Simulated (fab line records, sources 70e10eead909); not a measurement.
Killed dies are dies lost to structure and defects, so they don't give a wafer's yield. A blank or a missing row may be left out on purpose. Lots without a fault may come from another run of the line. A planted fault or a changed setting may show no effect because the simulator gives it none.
Which tool did it? | flow nand_harc | 24 lots, 72 wafers sampled, at 5 steps of a route of 1302

WHAT THE GAUGES READ, wafer by wafer
NHARC_P_M0_THK_MEAS_24: measures by xrf.
lot  | measured     | on            | thk_nm (nm)
L074 | day 6 01:19  | film_metro-01 | 118.6 117.4 119.2
L075 | day 6 18:52  | film_metro-02 | 118.7 116.4 119.0
L076 | day 6 22:23  | film_metro-01 | 116.4 117.1 116.9
L077 | day 7 14:58  | film_metro-01 | 116.2 117.6 116.8
L078 | day 7 22:20  | film_metro-01 | 118.8 116.1 116.4
L079 | day 8 02:49  | film_metro-01 | 117.7 118.0 120.3
L080 | day 8 14:35  | film_metro-02 | 117.4 116.8 117.6
L081 | day 9 01:09  | film_metro-01 | 118.6 118.2 119.1
L082 | day 9 14:16  | film_metro-02 | 118.5 118.3 120.3
L083 | day 10 03:05 | film_metro-01 | 116.9 115.1 117.9
L084 | day 10 04:52 | film_metro-02 | 117.4 119.0 120.6
L085 | day 10 17:36 | film_metro-01 | 118.8 119.3 119.3
L086 | day 11 00:04 | film_metro-02 | 117.0 118.9 120.4
L087 | day 11 11:36 | film_metro-02 | 118.3 119.5 117.6
L089 | day 12 06:32 | film_metro-02 | 117.8 119.8 116.7
L088 | day 12 07:14 | film_metro-02 | 118.1 118.7 121.1
L090 | day 12 19:16 | film_metro-02 | 115.5 115.8 117.0
L091 | day 13 06:34 | film_metro-02 | 114.2 115.6 117.6
L092 | day 13 19:37 | film_metro-02 | 119.3 117.3 116.7
L093 | day 14 06:17 | film_metro-01 | 118.8 119.6 117.6
L094 | day 14 07:28 | film_metro-02 | 118.0 117.4 118.0
L095 | day 15 00:58 | film_metro-01 | 119.0 117.0 118.8
L096 | day 15 06:47 | film_metro-01 | 117.3 116.0 116.3
L097 | day 15 16:01 | film_metro-02 | 116.1 119.8 117.3

WHICH TOOL RAN EACH LOT (tool, then ch and the chambers of the sampled wafers, then the start)
lot  | NHARC_P_GATE_DESCUM_48             | NHARC_P_CONTACT_DEP_00                     | NHARC_P_CONTACT_ETCH_31                       | NHARC_P_M0_PVD_20
L074 | rie_diel-06 ch 1,2, day 5 10:23    | pecvd-02 ch 1,2, day 6 01:19 or earlier    | rie_diel-05 ch 0,3, day 6 01:19 or earlier    | pvd_sputter-02, day 6 01:19 or earlier
L075 | rie_diel-03 ch 1,2, day 6 04:12    | pecvd-02 ch 0,2, day 6 18:52 or earlier    | rie_diel-10 ch 0,1,2, day 6 18:52 or earlier  | pvd_sputter-01, day 6 18:52 or earlier
L076 | rie_diel-06 ch 0,1, day 6 06:16    | pecvd-04 ch 0,1,2, day 6 22:23 or earlier  | rie_diel-10 ch 0,2,3, day 6 22:23 or earlier  | pvd_sputter-02, day 6 22:23 or earlier
L077 | rie_diel-03 ch 0,1,3, day 7 00:16  | pecvd-04 ch 0,1,2, day 7 14:58 or earlier  | rie_diel-01 ch 0,2,3, day 7 14:58 or earlier  | pvd_sputter-03, day 7 14:58 or earlier
L078 | rie_diel-06 ch 0,1, day 7 07:19    | pecvd-04 ch 0,2, day 7 22:20 or earlier    | rie_diel-10 ch 0,2,3, day 7 22:20 or earlier  | pvd_sputter-01, day 7 22:20 or earlier
L079 | rie_diel-11 ch 0,3, day 7 11:38    | pecvd-01 ch 0,2, day 7 18:31               | rie_diel-10 ch 0,1, day 8 02:49 or earlier    | pvd_sputter-01, day 8 02:49 or earlier
L080 | rie_diel-03 ch 0,2, day 7 23:42    | pecvd-01 ch 0,1,2, day 8 14:35 or earlier  | rie_diel-01 ch 0,1, day 8 14:35 or earlier    | pvd_sputter-03, day 8 14:35 or earlier
L081 | rie_diel-11 ch 1,2,3, day 8 10:25  | pecvd-01 ch 0,1,2, day 9 01:09 or earlier  | rie_diel-05 ch 0,2,3, day 9 01:09 or earlier  | pvd_sputter-03, day 9 01:09 or earlier
L082 | rie_diel-11 ch 0,2,3, day 8 23:54  | pecvd-04 ch 1,2, day 9 14:16 or earlier    | rie_diel-10 ch 0,1,2, day 9 14:16 or earlier  | pvd_sputter-01, day 9 14:16 or earlier
L083 | rie_diel-03 ch 0,1,2, day 9 12:40  | pecvd-02 ch 0,2, day 10 03:05 or earlier   | rie_diel-05 ch 0,1, day 10 03:05 or earlier   | pvd_sputter-03, day 10 03:05 or earlier
L084 | rie_diel-03 ch 0,2,3, day 9 14:31  | pecvd-04 ch 0,1,2, day 10 04:52 or earlier | rie_diel-10 ch 1,2, day 10 04:52 or earlier   | pvd_sputter-02, day 10 04:52 or earlier
L085 | rie_diel-06 ch 2,3, day 10 03:04   | pecvd-01 ch 0,1, day 10 17:36 or earlier   | rie_diel-01 ch 1,3, day 10 17:36 or earlier   | pvd_sputter-02, day 10 17:36 or earlier
L086 | rie_diel-06 ch 0,1,2, day 10 09:19 | pecvd-04 ch 0,1,2, day 11 00:04 or earlier | rie_diel-10 ch 0,1,2, day 11 00:04 or earlier | pvd_sputter-03, day 11 00:04 or earlier
L087 | rie_diel-11 ch 1,2, day 10 21:06   | pecvd-02 ch 1,2, day 11 11:36 or earlier   | rie_diel-05 ch 0,2,3, day 11 11:36 or earlier | pvd_sputter-03, day 11 11:36 or earlier
L089 | rie_diel-06 ch 0,1,2, day 11 16:04 | pecvd-04 ch 0,1,2, day 12 06:32 or earlier | rie_diel-05 ch 1,2, day 12 06:32 or earlier   | pvd_sputter-02, day 12 06:32 or earlier
L088 | rie_diel-06 ch 0,1,2, day 11 16:22 | pecvd-01 ch 1,2, day 12 07:14 or earlier   | rie_diel-10 ch 0,1, day 12 07:14 or earlier   | pvd_sputter-01, day 12 07:14 or earlier
L090 | rie_diel-11 ch 1,2, day 12 04:25   | pecvd-02 ch 1,2, day 12 19:16 or earlier   | rie_diel-05 ch 0,2,3, day 12 19:16 or earlier | pvd_sputter-03, day 12 19:16 or earlier
L091 | rie_diel-11 ch 0,1,3, day 12 15:56 | pecvd-04 ch 1,2, day 13 06:34 or earlier   | rie_diel-05 ch 1,2,3, day 13 06:34 or earlier | pvd_sputter-01, day 13 06:34 or earlier
L092 | rie_diel-06 ch 0,1,2, day 13 04:58 | pecvd-02 ch 0,1,2, day 13 19:37 or earlier | rie_diel-05 ch 0,1,2, day 13 19:37 or earlier | pvd_sputter-02, day 13 19:37 or earlier
L093 | rie_diel-11 ch 0,1,3, day 13 15:53 | pecvd-01 ch 0,1,2, day 14 06:17 or earlier | rie_diel-10 ch 2,3, day 14 06:17 or earlier   | pvd_sputter-03, day 14 06:17 or earlier
L094 | rie_diel-06 ch 0,2,3, day 13 16:34 | pecvd-04 ch 1,2, day 14 07:28 or earlier   | rie_diel-05 ch 0,1,2, day 14 07:28 or earlier | pvd_sputter-03, day 14 07:28 or earlier
L095 | rie_diel-06 ch 0,2,3, day 14 10:34 | pecvd-04 ch 0,1,2, day 15 00:58 or earlier | rie_diel-01 ch 2,3, day 15 00:58 or earlier   | pvd_sputter-03, day 15 00:58 or earlier
L096 | rie_diel-11 ch 0,1,3, day 14 15:30 | pecvd-02 ch 0,1,2, day 15 06:47 or earlier | rie_diel-05 ch 0,1,3, day 15 06:47 or earlier | pvd_sputter-03, day 15 06:47 or earlier
L097 | rie_diel-03 ch 0,2,3, day 15 00:40 | pecvd-04 ch 1,2, day 15 16:01 or earlier   | rie_diel-05 ch 0,2,3, day 15 16:01 or earlier | pvd_sputter-02, day 15 16:01 or earlier
- NHARC_P_GATE_DESCUM_48: chemistry O2, time 3 s.
- NHARC_P_CONTACT_DEP_00: deposits SiO2, target thk 500 nm.
- NHARC_P_CONTACT_ETCH_31: etches the open film in CH3F/O2, target depth 30 nm, time 85.7 s.
- NHARC_P_M0_PVD_20: deposits TaN, target thk 5 nm, time 8.06 s.

WHAT THE TOOLS THEMSELVES READ (means of the sampled wafers that have a number; where no wafer has one, the mark that the record gives instead)
NHARC_P_GATE_DESCUM_48.
lot  | tool        | drypump_motor_current_A (A) | oes_product_au (a.u.) | rf_vpp_V (V) | showerhead_plenum_p_Torr (Torr) | throttle_valve_pct (%)
L074 | rie_diel-06 | 5.6                         | 0.997                 | 58.1         | 1.94                            | 11.306
L075 | rie_diel-03 | 5.8                         | 1.003                 | 57.9         | 1.88                            | 11.320
L076 | rie_diel-06 | 5.6                         | 1.004                 | 58.6         | 1.98                            | 11.316
L077 | rie_diel-03 | 5.3                         | 1.006                 | 58.8         | 1.94                            | 11.304
L078 | rie_diel-06 | 5.7                         | 0.983                 | 58.3         | 1.98                            | 11.307
L079 | rie_diel-11 | 5.9                         | 1.001                 | 57.8         | 1.92                            | 11.323
L080 | rie_diel-03 | 5.7                         | 1.008                 | 57.3         | 1.99                            | 11.310
L081 | rie_diel-11 | 6.0                         | 0.998                 | 58.9         | 1.98                            | 11.303
L082 | rie_diel-11 | 5.9                         | 0.988                 | 58.1         | 1.97                            | 11.316
L083 | rie_diel-03 | 5.8                         | 0.996                 | 57.8         | 1.94                            | 11.307
L084 | rie_diel-03 | 5.5                         | 0.999                 | 58.0         | 2.01                            | 11.306
L085 | rie_diel-06 | 6.0                         | 0.997                 | 57.9         | 1.88                            | 11.311
L086 | rie_diel-06 | 5.9                         | 0.989                 | 57.8         | 1.96                            | 11.309
L087 | rie_diel-11 | 5.9                         | 1.004                 | 58.4         | 2.03                            | 11.305
L089 | rie_diel-06 | 5.9                         | 0.994                 | 57.4         | 1.96                            | 11.301
L088 | rie_diel-06 | 5.9                         | 0.987                 | 57.8         | 1.96                            | 11.306
L090 | rie_diel-11 | 6.0                         | 0.990                 | 57.8         | 2.01                            | 11.305
L091 | rie_diel-11 | 6.0                         | 1.012                 | 58.0         | 1.96                            | 11.316
L092 | rie_diel-06 | 5.9                         | 0.990                 | 57.1         | 1.96                            | 11.318
L093 | rie_diel-11 | 6.0                         | 0.993                 | 57.7         | 1.96                            | 11.313
L094 | rie_diel-06 | 6.0                         | 0.994                 | 58.0         | 1.93                            | 11.306
L095 | rie_diel-06 | 6.0                         | 0.999                 | 57.6         | 1.93                            | 11.311
L096 | rie_diel-11 | 6.0                         | 0.994                 | 57.9         | 1.96                            | 11.314
L097 | rie_diel-03 | 5.5                         | 1.008                 | 57.7         | 2.01                            | 11.310

NHARC_P_CONTACT_DEP_00.
lot  | tool     | heater_power_w (W) | throttle_valve_pct (%)
L074 | pecvd-02 | 531                | 15.9
L075 | pecvd-02 | 510                | 16.1
L076 | pecvd-04 | 465                | 15.9
L077 | pecvd-04 | 444                | 15.9
L078 | pecvd-04 | 455                | 15.8
L079 | pecvd-01 | 412                | 16.4
L080 | pecvd-01 | 477                | 16.3
L081 | pecvd-01 | 481                | 16.2
L082 | pecvd-04 | 492                | 16.0
L083 | pecvd-02 | 591                | 16.4
L084 | pecvd-04 | 470                | 15.8
L085 | pecvd-01 | 477                | 16.2
L086 | pecvd-04 | 470                | 16.0
L087 | pecvd-02 | 609                | 15.6
L089 | pecvd-04 | 444                | 16.1
L088 | pecvd-01 | 498                | 16.4
L090 | pecvd-02 | 559                | 15.9
L091 | pecvd-04 | 467                | 16.1
L092 | pecvd-02 | 524                | 15.8
L093 | pecvd-01 | 479                | 16.4
L094 | pecvd-04 | 518                | 15.9
L095 | pecvd-04 | 450                | 16.2
L096 | pecvd-02 | 590                | 15.9
L097 | pecvd-04 | 472                | 15.9

NHARC_P_CONTACT_ETCH_31.
lot  | tool        | drypump_motor_current_A (A) | oes_product_au (a.u.) | rf_vpp_V (V) | showerhead_plenum_p_Torr (Torr) | throttle_valve_pct (%)
L074 | rie_diel-05 | 5.9                         | 0.980                 | 242.6        | 2.38                            | 20.660
L075 | rie_diel-10 | 5.8                         | 0.976                 | 245.7        | 2.54                            | 20.659
L076 | rie_diel-10 | 6.0                         | 0.978                 | 245.7        | 2.54                            | 20.663
L077 | rie_diel-01 | 5.4                         | 0.983                 | 244.3        | 2.42                            | 20.676
L078 | rie_diel-10 | 6.0                         | 0.981                 | 245.8        | 2.54                            | 20.664
L079 | rie_diel-10 | 5.3                         | 0.977                 | 245.9        | 2.57                            | 20.671
L080 | rie_diel-01 | 5.7                         | 0.981                 | 243.3        | 2.37                            | 20.669
L081 | rie_diel-05 | 5.6                         | 0.960                 | 243.9        | 2.38                            | 20.665
L082 | rie_diel-10 | 5.8                         | 0.955                 | 245.1        | 2.54                            | 20.659
L083 | rie_diel-05 | 5.9                         | 0.966                 | 244.6        | 2.48                            | 20.661
L084 | rie_diel-10 | 5.7                         | 0.979                 | 245.9        | 2.60                            | 20.667
L085 | rie_diel-01 | 5.6                         | 0.991                 | 243.5        | 2.37                            | 20.662
L086 | rie_diel-10 | 5.8                         | 0.962                 | 246.3        | 2.54                            | 20.654
L087 | rie_diel-05 | 5.6                         | 0.985                 | 243.2        | 2.38                            | 20.670
L089 | rie_diel-05 | 5.7                         | 0.952                 | 243.0        | 2.38                            | 20.657
L088 | rie_diel-10 | 5.3                         | 0.988                 | 246.7        | 2.57                            | 20.663
L090 | rie_diel-05 | 5.6                         | 0.983                 | 242.8        | 2.38                            | 20.667
L091 | rie_diel-05 | 5.7                         | 0.965                 | 242.6        | 2.35                            | 20.665
L092 | rie_diel-05 | 5.6                         | 0.981                 | 244.3        | 2.42                            | 20.661
L093 | rie_diel-10 | 5.9                         | 0.975                 | 246.4        | 2.59                            | 20.669
L094 | rie_diel-05 | 5.6                         | 0.950                 | 244.0        | 2.42                            | 20.658
L095 | rie_diel-01 | 5.3                         | 0.988                 | 244.0        | 2.42                            | 20.670
L096 | rie_diel-05 | 6.0                         | 0.922                 | 243.9        | 2.41                            | 20.654
L097 | rie_diel-05 | 5.6                         | 0.955                 | 243.1        | 2.38                            | 20.659

NHARC_P_M0_PVD_20.
lot  | tool           | throttle_valve_pct (%)
L074 | pvd_sputter-02 | 29.6
L075 | pvd_sputter-01 | 29.3
L076 | pvd_sputter-02 | 30.1
L077 | pvd_sputter-03 | 29.6
L078 | pvd_sputter-01 | 28.9
L079 | pvd_sputter-01 | 29.7
L080 | pvd_sputter-03 | 31.0
L081 | pvd_sputter-03 | 29.6
L082 | pvd_sputter-01 | 29.9
L083 | pvd_sputter-03 | 29.7
L084 | pvd_sputter-02 | 29.5
L085 | pvd_sputter-02 | 30.0
L086 | pvd_sputter-03 | 29.4
L087 | pvd_sputter-03 | 30.6
L089 | pvd_sputter-02 | 30.0
L088 | pvd_sputter-01 | 29.5
L090 | pvd_sputter-03 | 29.4
L091 | pvd_sputter-01 | 29.5
L092 | pvd_sputter-02 | 30.3
L093 | pvd_sputter-03 | 28.3
L094 | pvd_sputter-03 | 30.7
L095 | pvd_sputter-03 | 28.2
L096 | pvd_sputter-03 | 29.3
L097 | pvd_sputter-02 | 30.4

THE ANSWER, worked out from the rows above alone
Rule: what is usual is taken from the lots themselves. Put in order of their means at a reading, lots are off if they are a third of the lots or fewer, leave a main group of 4 or more, and stand apart from it by a gap of 3 or more times the standard deviation of the main group's means; of several such gaps the widest counts. A main group whose means are all the same, to the digits that the tables above print for the reading, isn't used. A lot without any number at a reading at which 4 lots or more have one is off too. The other lots that the step has rows for count as sound. The gauges are gone through in route order, then the tools' own readings, and for those a lot's mean is taken as printed above. The first step at which some lot is off is used, and at that step the reading that is off furthest; a lot without a number counts as furthest.
No lot is off at any reading shown: from this, nothing can be told.

WHAT THE SIMULATOR HAD PUT IN
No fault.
